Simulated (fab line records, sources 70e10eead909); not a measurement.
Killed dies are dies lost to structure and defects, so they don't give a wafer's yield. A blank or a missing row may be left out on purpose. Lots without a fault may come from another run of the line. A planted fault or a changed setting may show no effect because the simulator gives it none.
fab line records | flow nand_harc
record lots=20 wafers=60 last_day=33
route steps=1302 shown A_CHANNEL_HOLE_D1@483 A_CHANNEL_HOLE_D2@595 A_CHANNEL_FILL_D2@612 A_STAIRCASE@639
lots that met no fault: from a run of the same line without faults
start_h: hours from the record's first day to the start of the lot's first wafer shown | wait_h: hours since the lot's step before | " the same as in the row above | L1.1+2: a row that stands for several wafers | - no value, or no start given | * or withheld: withheld | < > ~ a bound
route shown NAME@n: a module of which the file shows steps, and the number in the route of the first | usual: mean/standard deviation of fault-free wafers | same: alike in all rows | chamber/n: place in a boat | sites: the reading at each site | _std_site: their standard deviation | _edge_site: outer sites' mean less inner sites' | radius_mm: how far each site lies from the wafer's centre | mask NAME#n: copy n | behind: the tool/chamber that last shaped the wafer | hold: why the lot was held/for how many hours/how that ended | device: the transistor (n, p or np) that didn't switch | end of line: the same wafers' tests at the end of the route | a step without rows: its recipe alone | killed: dies lost to structure and defects at the first sort, not the wafer's yield | map: a wafer's dies, x killed, . not, _ none there
set.NAME: the setting as run; set.NAME@STEP: as run at that earlier step | model.NAME: the simulator's own value behind a step, which no gauge read
steps of the route over a sample of lots; a table a step, a row a wafer
services: from which hour (start_h, from the record's first day; less than 0 if before it) a tool's chamber was out of use, for how many hours, and why
## steps
# step NHARC_A_CHANNEL_HOLE_D1_ETCH_44
# recipe target_depth_a=1400 overetch_a=140 time_s=77 ion_energy_ev=100 cf4_flow_sccm=80 o2_flow_sccm=20 ar_flow_sccm=0 rf_w=300 bias_w=100 chemistry=CF4/O2
# usual chamber_pressure_mTorr=29.999/0.027 drypump_motor_current_A=5.79/0.27 oes_product_au=0.997/0.0083 rf_vpp_V=197.8/1.1 showerhead_plenum_p_Torr=1.33/0.042 throttle_valve_pct=13.398/0.0094
# columns lot.wafer tool chamber start_h wait_h chamber_pressure_mTorr drypump_motor_current_A oes_product_au rf_hours_counter_h rf_vpp_V showerhead_plenum_p_Torr throttle_valve_pct
L074.4 rie_diel-02 3 183.47 0.0 29.992 6.07 1.001 47 197.4 1.34 13.410
L074.2 " 1 " " 30.026 5.94 0.996 40 196.4 1.30 13.381
L074.5 " 3 " " 30.054 6.09 0.997 - 199.0 1.34 13.399
L075.4 rie_diel-13 0 196.65 0.1 29.964 5.99 0.987 2 199.1 1.37 13.390
L075.2 " 3 " " 29.957 5.65 0.993 2 197.8 1.32 13.402
L075.5 " 1 " " 30.019 5.58 0.998 - 198.8 1.29 13.397
L076.2 rie_diel-13 3 207.42 0.1 30.036 5.67 0.995 3 197.5 1.32 13.397
L076.1 " 2 " " 29.992 5.75 0.997 4 198.5 1.38 13.401
L076.6 " 3 " " 30.015 5.67 0.991 - 195.8 1.32 13.402
L077.1 rie_diel-13 1 214.83 0.1 29.963 5.56 1.013 6 196.9 1.29 13.393
L077.4 " 3 " " 29.984 5.66 0.997 - 197.7 1.32 13.394
L077.6 " 2 " " 29.968 5.79 0.995 - 199.2 1.38 13.406
L078.3 rie_diel-02 0 215.24 0.1 30.027 5.56 1.003 49 198.4 1.38 13.396
L078.1 " 2 " " 30.037 6.01 1.003 50 196.8 1.27 13.417
L078.5 " 1 " " 30.020 5.93 1.000 - 196.5 1.30 13.396
L079.6 rie_diel-13 1 231.19 0.1 29.976 5.58 1.001 - 196.0 1.29 13.398
L079.5 " 2 " " 29.961 5.81 1.006 - 199.3 1.38 13.406
L079.4 " 3 " " 30.010 5.66 0.986 - 199.1 1.32 13.396
L080.2 rie_diel-13 1 250.23 0.1 29.995 5.59 1.002 9 197.1 1.29 13.408
L080.4 " 2 " " 29.998 5.76 1.009 8 198.3 1.38 13.405
L080.5 " 0 " " 29.954 5.97 0.994 - 198.8 1.37 13.400
L081.2 rie_diel-02 1 262.75 0.1 30.015 5.93 0.990 16 197.4 1.30 13.391
L081.4 " 0 " " 30.008 5.59 1.005 18 197.9 1.37 13.399
L081.5 " 2 " " 29.985 6.02 0.999 - 196.3 1.27 13.400
L082.1 rie_diel-13 1 266.87 0.1 30.023 5.57 0.997 10 196.4 1.29 13.412
L082.3 " 2 " " 29.962 5.81 1.001 10 198.6 1.38 13.393
L082.4 " 3 " " 29.966 5.66 0.990 9 198.4 1.32 13.402
L083.4 rie_diel-13 3 279.03 0.1 30.005 5.67 0.994 10 198.2 1.32 13.401
L083.2 " 0 " " 30.023 5.99 0.990 7 198.7 1.37 13.406
L083.3 " 2 " " 30.011 5.80 1.003 11 198.2 1.38 13.384
L084.4 rie_diel-13 1 285.23 0.1 29.972 5.58 1.004 11 196.1 1.29 13.386
L084.3 " 2 " " 29.961 5.80 1.016 12 198.8 1.38 13.390
L084.5 " 1 " " 30.015 5.58 1.007 - 197.3 1.29 13.396
L085.1 rie_diel-13 1 289.55 0.1 29.952 5.62 1.016 12 195.8 1.29 13.391
L085.2 " 2 " " 29.978 5.82 1.026 12 199.1 1.38 13.394
L085.6 " 0 " " 30.036 6.06 1.005 - 198.9 1.37 13.404
L086.3 rie_diel-05 1 304.24 0.1 30.034 6.17 1.008 13 199.0 1.40 13.404
L086.6 " 1 " " 29.995 6.19 0.995 - 197.8 1.40 13.403
L086.5 " 2 " " 30.015 5.82 0.994 - 195.5 1.31 13.389
L087.2 rie_diel-05 1 315.64 0.1 29.987 6.17 1.001 16 197.9 1.40 13.391
L087.4 " 0 " " 30.045 6.68 1.000 14 196.8 1.25 13.404
L087.6 " 1 " " 30.010 6.18 0.996 - 199.7 1.40 13.415
L088.3 rie_diel-13 3 326.67 0.1 29.953 5.68 0.994 15 197.6 1.32 13.411
L088.2 " 0 " " 30.018 6.01 0.998 12 198.7 1.37 13.394
L088.4 " 1 " " 30.026 5.58 1.007 14 197.5 1.28 13.385
L089.4 rie_diel-13 1 335.15 0.1 29.977 5.60 1.000 15 195.7 1.28 13.396
L089.3 " 0 " " 30.040 5.98 0.991 13 199.7 1.37 13.405
L089.6 " 2 " " 30.031 5.82 1.000 - 198.2 1.38 13.380
L090.4 rie_diel-13 1 351.63 0.1 29.980 5.59 1.001 0 196.0 1.28 13.402
L090.6 " 1 " " 29.981 5.58 0.997 - 198.2 1.28 13.395
L090.5 " 2 " " 30.033 5.75 1.004 - 199.6 1.38 13.383
L093.4 rie_diel-05 3 379.35 0.1 29.975 5.19 0.993 30 199.7 1.35 13.397
L093.2 " 2 " " 30.009 5.81 0.986 36 196.1 1.30 13.394
L093.5 " 3 " " 30.015 5.20 0.985 - 197.4 1.35 13.407
L094.2 rie_diel-13 3 392.28 0.1 29.957 5.69 0.997 3 197.1 1.32 13.401
L094.4 " 0 " " 29.969 5.98 1.002 3 200.0 1.37 13.406
L094.5 " 2 " " 30.050 5.77 0.994 - 198.9 1.38 13.396
L095.4 rie_diel-13 1 396.40 0.1 30.025 5.60 0.988 3 197.0 1.28 13.398
L095.5 " 0 " " 29.978 5.93 0.993 - 199.1 1.37 13.393
L095.6 " 1 " " 30.057 5.61 0.993 - 196.8 1.28 13.394
# step NHARC_A_CHANNEL_HOLE_D2_ETCH_23
# recipe bias_v=5000 source_w=withheld pressure_mtorr=20 time_s=819 ar_flow_sccm=375 c4f8_flow_sccm=89.3 o2_flow_sccm=35.7 temp_c=-20 target_depth_a=16000 chemistry=C4F8/O2/Ar
# usual chamber_pressure_mTorr=20.000/0.019 drypump_motor_current_A=6.0/0.73 he_backside_leak_sccm=6.1/0.81 showerhead_plenum_p_Torr=3.66/0.16 temp_c=-19.99/0.12 throttle_valve_pct=32.154/0.0087
# columns lot.wafer tool chamber start_h wait_h chamber_pressure_mTorr drypump_motor_current_A he_backside_leak_sccm rf_hours_counter_h showerhead_plenum_p_Torr temp_c throttle_valve_pct
L074.2 har_etch-02 0 292.37 0.5 19.992 6.7 8.2 356 3.47 -20.01 32.154
L074.4 " 0 " " 19.958 6.7 7.8 - 3.47 -20.00 32.145
L074.5 " 0 " " 20.000 6.7 7.7 - 3.47 -20.05 32.147
L075.2 har_etch-01 0 301.21 0.5 19.996 5.9 6.1 158 3.69 -20.10 32.161
L075.4 " 1 " " 20.036 6.6 5.3 - 3.49 -19.95 32.150
L075.5 " 0 " " 20.003 5.9 6.1 - 3.69 -20.25 32.146
L078.1 har_etch-01 1 323.50 0.5 19.989 6.5 5.4 165 3.49 -20.05 32.160
L078.3 " 1 " " 19.995 6.6 5.6 - 3.49 -20.12 32.139
L078.5 " 0 " " 19.994 5.9 6.2 - 3.69 -19.87 32.152
L077.1 har_etch-02 0 327.47 0.5 20.007 6.7 7.6 371 3.47 -20.08 32.154
L077.4 " 0 " " 19.988 6.7 7.7 - 3.47 -20.00 32.159
L077.6 " 1 " " 19.999 4.9 6.9 - 3.72 -19.82 32.152
L076.2 har_etch-01 0 327.65 0.5 20.005 5.9 6.0 169 3.68 -19.90 32.124
L076.1 " 1 " " 19.983 6.6 5.7 169 3.48 -19.99 32.167
L076.6 " 0 " " 20.041 5.9 6.0 - 3.69 -19.92 32.161
L079.4 har_etch-02 1 336.02 0.5 20.002 4.9 6.7 - 3.72 -19.93 32.162
L079.5 " 1 " " 20.014 5.0 6.6 - 3.72 -20.18 32.147
L079.6 " 0 " " 19.974 6.7 11.7 - 3.46 -20.02 32.171
L080.2 har_etch-02 0 352.74 0.5 19.956 6.7 7.2 387 3.46 -19.72 32.166
L080.4 " 0 " " 20.020 6.7 7.1 - 3.46 -19.98 32.149
L080.5 " 0 " " 19.991 6.7 7.6 - 3.46 -19.93 32.155
L082.1 har_etch-02 1 366.72 0.5 19.995 5.0 6.6 394 3.71 -20.01 32.148
L082.3 " 0 " " 20.012 6.7 6.9 - 3.45 -20.13 32.144
L082.4 " 1 " " 19.991 5.0 6.7 - 3.71 -20.09 32.160
L081.2 har_etch-01 0 368.43 0.5 20.001 5.8 6.1 196 3.67 -19.76 32.166
L081.4 " 0 " " 20.005 5.9 6.1 - 3.67 -19.84 32.159
L081.5 " 0 " " 20.009 5.9 5.9 - 3.67 -19.66 32.158
L083.2 har_etch-01 1 397.27 0.5 19.987 6.5 5.5 211 3.46 -19.96 32.159
L083.3 " 1 " " 20.015 6.6 5.4 - 3.46 -19.94 32.143
L083.4 " 0 " " 20.002 5.8 6.4 - 3.66 -20.09 32.152
L084.4 har_etch-02 0 397.45 0.5 20.005 6.7 5.2 - 3.93 -20.08 32.143
L084.3 " 1 " " 19.968 5.0 5.4 - 3.71 -19.88 32.158
L084.5 " 1 " " 20.004 5.0 5.2 - 3.71 -19.98 32.158
L085.1 har_etch-02 0 401.36 0.5 19.997 6.7 5.0 5 3.93 -20.18 32.156
L085.2 " 1 " " 19.986 5.0 5.5 5 3.70 -20.12 32.145
L085.6 " 0 " " 20.011 6.7 5.8 - 3.93 -20.12 32.159
L086.3 har_etch-01 0 410.30 0.5 19.960 5.9 6.4 - 3.66 -19.94 32.157
L086.6 " 0 " " 20.006 5.8 6.4 - 3.66 -19.94 32.147
L086.5 " 1 " " 20.026 6.6 5.5 - 3.46 -19.96 32.149
L087.2 har_etch-01 1 425.35 0.5 19.999 6.6 5.7 230 3.45 -20.00 32.153
L087.4 " 0 " " 20.016 5.9 6.2 - 3.65 -19.94 32.149
L087.6 " 1 " " 19.964 6.6 5.5 - 3.45 -20.13 32.160
L088.2 har_etch-01 0 435.04 0.5 19.998 5.8 6.1 234 3.65 -19.94 32.143
L088.3 " 0 " " 20.009 5.9 5.9 - 3.65 -19.82 32.159
L088.4 " 1 " " 19.998 6.6 5.5 - 3.45 -19.85 32.146
L089.3 har_etch-02 1 436.42 0.5 19.990 5.0 5.5 - 3.69 -20.13 32.131
L089.4 " 0 " " 19.951 6.7 5.4 - 3.92 -20.14 32.146
L089.6 " 1 " " 20.016 5.0 5.5 - 3.69 -20.05 32.166
L090.4 har_etch-02 0 458.42 0.5 19.996 6.7 6.4 - 3.91 -20.15 32.158
L090.5 " 1 " " 20.000 4.9 5.8 - 3.68 -19.92 32.144
L090.6 " 0 " " 20.008 6.7 6.0 - 3.91 -20.16 32.145
L093.2 har_etch-02 0 493.19 0.5 19.996 6.7 6.8 62 3.90 -20.04 32.146
L093.4 " 1 " " 19.999 5.0 5.4 - 3.67 -19.90 32.160
L093.5 " 1 " " 20.032 5.0 5.7 - 3.67 -20.04 32.150
L094.2 har_etch-02 0 502.68 0.5 20.029 6.7 6.3 70 3.89 -20.18 32.159
L094.4 " 1 " " 20.038 4.9 5.7 - 3.67 -19.85 32.164
L094.5 " 0 " " 20.012 6.7 6.4 - 3.89 -20.06 32.152
L095.4 har_etch-01 1 502.84 0.5 19.933 6.6 5.7 - 3.43 -20.06 32.139
L095.6 " 1 " " 19.986 6.5 5.3 - 3.43 -19.96 32.153
L095.5 " 0 " " 19.993 5.9 6.3 - 3.63 -20.17 32.158
# step NHARC_A_CHANNEL_FILL_D2_ALD_02
# recipe target_thk_a=60 pulse_time_s=10 ald_cycles=60 temp_c=300 material=SiO2
# usual heater_power_w=444/49 precursor_pulse_height_rel=0.999/0.018
# columns lot.wafer tool chamber start_h wait_h heater_power_w precursor_pulse_height_rel
L074.4 ald_hk-04 2 296.93 - 367 1.004
L074.2 " 0 " " 427 1.011
L074.5 " 2 " " 374 0.987
L075.4 ald_hk-02 3 305.85 - 369 0.988
L075.2 " 0 " " 452 0.998
L075.5 " 2 " " 456 1.004
L078.1 ald_hk-02 1 327.95 - 501 0.991
L078.3 " 2 " " 461 0.974
L078.5 " 1 " " 516 0.964
L077.1 ald_hk-02 3 332.06 - 349 0.978
L077.4 " 0 " " 450 1.006
L077.6 " 1 " " 517 1.014
L076.2 ald_hk-01 0 332.31 0.3 462 0.950
L076.1 " 1 " " 517 1.023
L076.6 " 2 " " 446 1.003
L079.4 ald_hk-01 0 340.52 - 457 0.990
L079.6 " 1 " " 531 1.015
L079.5 " 2 " " 435 0.980
L080.2 ald_hk-01 1 357.35 - 535 0.981
L080.4 " 2 " " 445 1.002
L080.5 " 0 " " 466 0.999
L082.3 ald_hk-01 1 371.16 - 528 1.012
L082.4 " 2 " " 441 1.010
L082.1 " 3 " " 417 0.995
L081.4 ald_hk-01 1 372.89 - 520 0.993
L081.2 " 2 " " 437 1.021
L081.5 " 1 " " 523 1.022
L084.4 ald_hk-02 2 402.44 - 425 1.017
L084.3 " 3 " " 377 0.983
L084.5 " 0 " " 431 1.018
L083.4 ald_hk-04 1 402.47 - 414 0.990
L083.2 " 2 " " 373 0.996
L083.3 " 3 " " 536 1.016
L085.1 ald_hk-02 0 405.91 - 440 1.021
L085.2 " 2 " " 429 1.016
L085.6 " 0 " " 431 0.999
L086.3 ald_hk-01 1 414.67 - 526 0.985
L086.6 " 3 " " 427 0.950
L086.5 " 0 " " 466 1.006
L087.2 ald_hk-02 1 429.82 - 503 0.989
L087.4 " 2 " " 433 1.008
L087.6 " 3 " " 378 0.977
L088.3 ald_hk-02 2 439.47 - 423 1.017
L088.4 " 3 " " 377 0.971
L088.2 " 1 " " 502 1.020
L089.4 ald_hk-02 1 444.24 - 494 1.010
L089.3 " 2 " " 418 0.997
L089.6 " 1 " " 507 1.000
L090.4 ald_hk-02 2 462.72 0.1 416 0.981
L090.6 " 2 " " 422 0.965
L090.5 " 3 " " 388 1.032
L093.4 ald_hk-02 3 497.73 - 369 1.010
L093.2 " 1 " " 509 0.994
L093.5 " 2 " " 431 1.028
L095.4 ald_hk-01 2 507.53 - 443 1.006
L095.5 " 3 " " 410 1.009
L095.6 " 0 " " 464 1.023
L094.4 ald_hk-01 3 507.90 - 415 0.992
L094.2 " 0 " " 455 1.004
L094.5 " 2 " " 432 1.001
# step NHARC_A_STAIRCASE_DEP_156
# recipe target_thk_a=500 temp_c=400 target_thk_nm=50 flow_sccm=200 rf_w=450 material=SiNx
# usual heater_power_w=691/99
# columns lot.wafer tool chamber start_h wait_h heater_power_w
L074.2 pecvd-01 2 345.05 0.1 763
L074.4 " 0 " " 755
L074.5 " 2 " " 764
L075.2 pecvd-01 1 353.95 0.1 594
L075.5 " 2 " " 698
L075.4 " 0 " " 828
L078.3 pecvd-04 1 376.93 0.1 620
L078.1 " 0 " " 847
L078.5 " 2 " " 772
L077.1 pecvd-04 0 380.73 0.1 769
L077.4 " 0 " " 763
L077.6 " 1 " " 577
L076.2 pecvd-01 0 380.90 0.1 798
L076.1 " 1 " " 605
L076.6 " 2 " " 688
L079.6 pecvd-04 2 388.15 0.1 731
L079.5 " 0 " " 797
L079.4 " 1 " " 510
L080.2 pecvd-04 2 407.85 0.1 753
L080.5 " 1 " " 618
L080.4 " 0 " " 771
L082.3 pecvd-04 1 420.27 0.1 501
L082.1 " 0 " " 713
L082.4 " 2 " " 753
L081.2 pecvd-01 1 420.43 0.1 600
L081.4 " 1 " " 607
L081.5 " 0 " " 868
L085.2 pecvd-02 2 452.47 0.1 644
L085.1 " 0 " " 646
L085.6 " 2 " " 650
L083.2 pecvd-01 2 452.50 0.1 688
L083.3 " 0 " " 856
L083.4 " 2 " " 709
L084.3 pecvd-01 2 456.77 0.1 716
L084.4 " 0 " " 828
L084.5 " 2 " " 710
L086.3 pecvd-02 2 462.62 0.1 669
L086.5 " 0 " " 600
L086.6 " 1 " " 685
L087.2 pecvd-04 1 481.71 0.1 497
L087.6 " 2 " " 770
L087.4 " 0 " " 780
L088.2 pecvd-04 1 487.98 0.1 484
L088.3 " 0 " " 780
L088.4 " 0 " " 764
L089.3 pecvd-04 0 493.66 0.5 783
L089.6 " 1 " " 570
L089.4 " 2 " " 783
L090.4 pecvd-02 1 512.91 0.2 710
L090.5 " 2 " " 564
L090.6 " 0 " " 636
L093.2 pecvd-01 0 548.34 0.1 818
L093.4 " 0 " " 811
L093.5 " 2 " " 619
L095.6 pecvd-02 2 557.84 0.1 678
L095.4 " 0 " " 695
L095.5 " 1 " " 730
L094.2 pecvd-01 1 557.87 0.1 576
L094.4 " 1 " " 595
L094.5 " 0 " " 809
# step NHARC_A_STAIRCASE_ETCH_169
# recipe target_depth_a=500 time_s=107.1 ion_energy_ev=120 ch3f_flow_sccm=50 o2_flow_sccm=30 ar_flow_sccm=200 rf_w=500 bias_w=100 chemistry=CH3F/O2
# usual chamber_pressure_mTorr=25.000/0.022 drypump_motor_current_A=6.0/0.38 oes_product_au=0.959/0.017 rf_vpp_V=243.8/1.5 showerhead_plenum_p_Torr=2.41/0.086 throttle_valve_pct=20.664/0.0099
# columns lot.wafer tool chamber start_h wait_h chamber_pressure_mTorr drypump_motor_current_A oes_product_au rf_hours_counter_h rf_vpp_V showerhead_plenum_p_Torr throttle_valve_pct
L074.2 rie_diel-02 1 346.28 0.3 24.971 5.9 0.957 43 243.1 2.38 20.664
L074.4 " 0 " " 24.999 5.6 0.949 45 244.8 2.52 20.656
L074.5 " 1 " " 24.977 5.9 0.958 - 241.2 2.38 20.656
L075.2 rie_diel-05 3 354.83 0.1 24.980 5.2 0.970 26 245.2 2.48 20.657
L075.4 " 1 " " 25.022 6.2 0.957 34 246.5 2.56 20.663
L075.5 " 3 " " 25.005 5.2 0.963 - 244.8 2.48 20.669
L078.1 rie_diel-02 2 377.87 0.1 24.984 6.0 0.973 52 242.0 2.32 20.688
L078.3 " 1 " " 25.003 6.0 0.962 54 244.5 2.38 20.674
L078.5 " 3 " " 24.969 6.2 0.984 - 244.2 2.44 20.671
L077.4 rie_diel-03 0 381.64 0.1 24.984 5.7 0.973 27 245.6 2.50 20.673
L077.1 " 1 " " 25.003 5.6 0.964 27 245.5 2.54 20.663
L077.6 " 0 " " 24.987 5.7 0.964 - 244.7 2.50 20.668
L076.2 rie_diel-05 1 381.93 0.1 24.975 6.2 0.972 39 245.2 2.56 20.663
L076.1 " 0 " " 24.988 6.7 0.964 33 242.3 2.29 20.673
L076.6 " 2 " " 25.058 5.8 0.982 - 243.9 2.40 20.667
L079.4 rie_diel-02 1 389.14 0.2 24.971 6.0 0.957 60 245.3 2.37 20.665
L079.5 " 2 " " 24.992 6.0 0.957 - 242.5 2.32 20.683
L079.6 " 3 " " 24.988 6.1 0.960 - 244.5 2.44 20.670
L080.2 rie_diel-03 2 408.78 0.1 24.985 6.6 0.955 42 242.9 2.30 20.678
L080.4 " 0 " " 24.969 5.7 0.950 - 243.4 2.49 20.664
L080.5 " 2 " " 24.983 6.7 0.948 - 241.6 2.30 20.653
L082.1 rie_diel-02 2 421.35 0.1 25.020 6.0 0.966 7 242.3 2.31 20.662
L082.3 " 0 " " 24.999 5.6 0.968 7 244.8 2.51 20.672
L082.4 " 0 " " 24.974 5.6 0.970 - 244.8 2.51 20.657
L081.4 rie_diel-03 2 421.50 0.1 25.026 6.6 0.954 46 241.9 2.29 20.674
L081.2 " 3 " " 24.961 6.3 0.963 46 244.0 2.46 20.664
L081.5 " 2 " " 25.028 6.6 0.956 - 242.2 2.29 20.677
L085.2 rie_diel-05 1 453.43 0.1 25.010 6.2 0.937 8 245.4 2.55 20.666
L085.1 " 2 " " 24.984 5.8 0.964 8 244.9 2.39 20.666
L085.6 " 0 " " 25.009 6.7 0.976 - 243.8 2.28 20.672
L083.4 rie_diel-05 1 453.58 0.1 25.023 6.2 0.923 8 245.8 2.55 20.662
L083.2 " 3 " " 25.023 5.2 0.961 10 244.9 2.47 20.655
L083.3 " 0 " " 24.977 6.7 0.939 10 242.4 2.28 20.661
L084.3 rie_diel-02 3 457.77 0.1 24.993 6.2 0.975 11 245.3 2.44 20.673
L084.4 " 1 " " 24.991 6.0 0.963 19 242.3 2.36 20.677
L084.5 " 3 " " 24.995 6.2 0.973 - 244.6 2.44 20.644
L086.3 rie_diel-02 1 465.28 0.5 25.002 6.0 0.920 23 243.8 2.36 20.657
L086.5 " 1 " " 25.006 6.0 0.925 - 242.8 2.36 20.672
L086.6 " 2 " " 24.994 6.0 0.926 - 242.7 2.31 20.676
L087.4 rie_diel-02 3 482.59 0.1 25.056 6.1 0.954 23 244.4 2.43 20.677
L087.2 " 0 " " 25.001 5.6 0.972 29 244.4 2.50 20.650
L087.6 " 0 " " 25.009 5.5 0.973 - 246.5 2.50 20.671
L088.4 rie_diel-02 0 489.07 0.1 24.980 5.6 0.950 31 245.4 2.50 20.661
L088.2 " 2 " " 25.018 6.0 0.953 30 241.2 2.31 20.661
L088.3 " 3 " " 24.984 6.1 0.957 25 244.2 2.43 20.655
L089.3 rie_diel-02 2 494.62 0.1 25.001 6.0 0.990 32 244.4 2.30 20.668
L089.4 " 3 " " 24.995 6.2 0.961 27 244.0 2.43 20.687
L089.6 " 1 " " 24.996 6.0 0.961 - 242.6 2.36 20.669
L090.4 rie_diel-03 1 514.03 0.1 24.976 5.6 0.942 15 245.8 2.53 20.654
L090.5 " 0 " " 25.047 5.7 0.926 - 245.1 2.48 20.678
L090.6 " 1 " " 24.942 5.6 0.942 - 245.9 2.53 20.658
L093.2 rie_diel-02 2 549.28 0.1 24.989 6.0 0.983 51 242.3 2.30 20.660
L093.4 " 1 " " 25.043 6.0 0.952 51 242.0 2.35 20.671
L093.5 " 3 " " 24.993 6.1 1.003 - 244.3 2.42 20.657
L095.4 rie_diel-02 1 558.70 0.1 25.015 5.9 0.960 52 242.7 2.35 20.668
L095.6 " 1 " " 25.012 5.9 0.958 - 242.9 2.35 20.689
L095.5 " 2 " " 25.010 6.0 0.967 - 242.5 2.30 20.654
L094.4 rie_diel-05 1 558.94 0.1 24.993 6.2 0.949 49 244.6 2.53 20.671
L094.2 " 0 " " 25.053 6.7 0.957 43 241.6 2.27 20.649
L094.5 " 2 " " 25.002 5.8 0.976 - 242.2 2.37 20.652
# step NHARC_A_STAIRCASE_DESCUM_11
# recipe time_s=3 o2_flow_sccm=200 ar_flow_sccm=0 bias_power_w=0 chemistry=O2
# usual chamber_pressure_mTorr=59.99/0.057 drypump_motor_current_A=6.0/0.41 oes_product_au=0.997/0.0099 rf_vpp_V=57.7/0.79 showerhead_plenum_p_Torr=1.88/0.071 throttle_valve_pct=11.310/0.0092
# columns lot.wafer tool chamber start_h wait_h chamber_pressure_mTorr drypump_motor_current_A oes_product_au rf_hours_counter_h rf_vpp_V showerhead_plenum_p_Torr throttle_valve_pct
L074.4 rie_diel-03 0 348.36 - 59.95 5.7 0.995 17 58.6 1.95 11.307
L074.2 " 1 " " 60.16 5.6 0.996 18 57.9 1.98 11.311
L074.5 " 2 " " 60.06 6.6 0.991 - 56.3 1.79 11.309
L075.2 rie_diel-03 3 356.54 - 60.01 6.3 0.980 24 56.9 1.92 11.312
L075.4 " 1 " " 59.91 5.6 1.006 21 59.6 1.98 11.300
L075.5 " 0 " " 60.03 5.6 0.991 - 57.6 1.95 11.309
L078.3 rie_diel-02 3 379.62 - 60.00 6.1 1.009 52 57.8 1.90 11.312
L078.1 " 0 " " 60.11 5.6 0.987 54 57.9 1.96 11.315
L078.5 " 3 " " 60.01 6.1 0.993 - 58.5 1.90 11.310
L076.1 rie_diel-05 0 385.02 - 59.96 6.7 0.997 37 57.7 1.78 11.323
L076.2 " 1 " " 59.94 6.2 0.999 41 58.5 1.99 11.309
L076.6 " 0 " " 60.01 6.7 1.017 - 56.5 1.78 11.318
L077.1 rie_diel-03 3 385.03 - 59.98 6.3 0.986 33 59.0 1.92 11.330
L077.6 " 0 " " 59.99 5.6 0.987 - 56.8 1.94 11.293
L077.4 " 2 " " 60.05 6.6 0.984 - 57.5 1.79 11.324
L079.5 rie_diel-02 1 390.89 - 60.06 6.0 0.983 - 58.3 1.84 11.308
L079.4 " 2 " " 59.94 6.0 0.999 - 56.5 1.80 11.303
L079.6 " 3 " " 59.99 6.1 0.996 - 57.9 1.90 11.320
L080.4 rie_diel-02 1 410.72 - 60.08 6.0 1.011 4 57.2 1.84 11.292
L080.2 " 2 " " 60.00 6.0 1.013 3 56.3 1.80 11.313
L080.5 " 3 " " 60.02 6.1 1.016 - 59.3 1.90 11.310
L082.4 rie_diel-03 0 423.12 - 60.08 5.7 0.992 42 57.8 1.94 11.310
L082.1 " 1 " " 60.03 5.6 1.012 30 58.4 1.98 11.307
L082.3 " 3 " " 59.99 6.3 0.989 47 56.7 1.91 11.308
L081.2 rie_diel-02 2 423.34 - 60.01 6.0 1.006 7 57.3 1.80 11.309
L081.5 " 1 " " 59.95 5.9 0.987 - 57.5 1.84 11.312
L081.4 " 0 " " 60.01 5.6 1.007 - 58.1 1.95 11.325
L085.1 rie_diel-02 3 455.18 - 59.92 6.1 1.001 10 58.3 1.90 11.313
L085.2 " 1 " " 59.93 6.0 1.002 18 56.4 1.84 11.303
L085.6 " 2 " " 59.95 6.0 1.003 - 57.4 1.79 11.316
L083.4 rie_diel-05 2 455.45 - 60.07 5.8 0.999 9 56.4 1.86 11.307
L083.3 " 3 " " 60.03 5.2 1.009 10 57.6 1.92 11.302
L083.2 " 1 " " 59.98 6.2 0.980 9 57.6 1.99 11.332
L084.3 rie_diel-02 0 464.68 - 59.91 5.6 1.001 25 58.5 1.95 11.309
L084.4 " 1 " " 59.88 6.0 0.993 23 56.7 1.84 11.308
L084.5 " 3 " " 59.90 6.1 1.001 - 56.6 1.89 11.294
L086.3 rie_diel-05 2 467.09 - 59.95 5.8 0.999 16 57.6 1.85 11.322
L086.5 " 2 " " 60.02 5.9 1.000 - 57.8 1.85 11.316
L086.6 " 3 " " 60.05 5.2 1.007 - 58.2 1.92 11.299
L087.2 rie_diel-02 1 484.34 - 60.03 6.0 0.993 27 57.3 1.83 11.321
L087.4 " 2 " " 60.03 6.0 1.014 28 57.8 1.79 11.301
L087.6 " 1 " " 59.98 5.9 0.993 - 58.6 1.84 11.300
L088.2 rie_diel-05 1 491.02 - 60.07 6.2 0.988 23 57.4 1.98 11.312
L088.3 " 3 " " 59.98 5.2 1.005 25 57.7 1.92 11.313
L088.4 " 0 " " 60.09 6.8 0.991 24 55.6 1.77 11.313
L089.4 rie_diel-05 3 496.22 - 60.08 5.2 1.015 26 57.0 1.92 11.323
L089.3 " 1 " " 59.88 6.2 0.985 25 56.8 1.98 11.308
L089.6 " 0 " " 59.95 6.7 0.997 - 57.8 1.77 11.332
L090.4 rie_diel-05 1 515.65 - 60.00 6.2 0.982 31 57.3 1.98 11.300
L090.5 " 0 " " 60.04 6.8 0.983 - 57.3 1.77 11.296
L090.6 " 1 " " 59.98 6.2 0.983 - 57.7 1.98 11.315
L093.2 rie_diel-05 2 551.11 - 59.94 5.8 0.993 49 57.7 1.84 11.295
L093.4 " 3 " " 60.00 5.2 1.004 43 57.5 1.91 11.320
L093.5 " 1 " " 59.97 6.2 0.984 - 57.0 1.98 11.319
L095.4 rie_diel-02 1 560.33 - 59.94 5.9 0.987 53 58.8 1.83 11.308
L095.6 " 0 " " 59.99 5.6 1.012 - 57.4 1.94 11.299
L095.5 " 1 " " 60.05 5.9 0.988 - 57.6 1.83 11.307
L094.2 rie_diel-03 2 560.69 - 59.99 6.6 1.001 30 57.3 1.77 11.303
L094.4 " 3 " " 60.04 6.3 0.999 34 58.7 1.90 11.314
L094.5 " 3 " " 60.04 6.3 0.981 - 56.9 1.90 11.319
## services
# columns tool chamber start_h hours kind
rie_diel-05 2 161.92 3.4 repair
rie_diel-13 - 165.00 9.0 pm
ald_hk-02 - 170.00 10.0 pm
rie_diel-13 0 204.94 32.9 repair
rie_diel-02 - 217.30 9.0 pm
rie_diel-05 - 229.85 9.0 pm
rie_diel-02 - 233.59 0.1 repair
rie_diel-05 - 243.11 18.7 repair
rie_diel-02 - 260.06 1.2 repair
ald_hk-02 - 260.61 1.4 repair
rie_diel-13 1 280.76 4.2 repair
rie_diel-13 - 314.57 3.4 repair
rie_diel-13 1 318.52 8.0 repair
rie_diel-13 - 342.00 9.0 pm
ald_hk-02 - 348.64 10.0 pm
har_etch-02 - 378.80 17.0 pm
rie_diel-02 - 394.44 9.0 pm
rie_diel-05 - 406.98 9.0 pm
rie_diel-02 3 413.34 12.9 repair
rie_diel-05 - 508.42 0.2 repair
rie_diel-13 - 519.00 9.0 pm
ald_hk-02 - 526.64 10.0 pm
rie_diel-13 2 540.48 8.0 repair
rie_diel-13 3 545.05 89.9 repair
## key
fault none
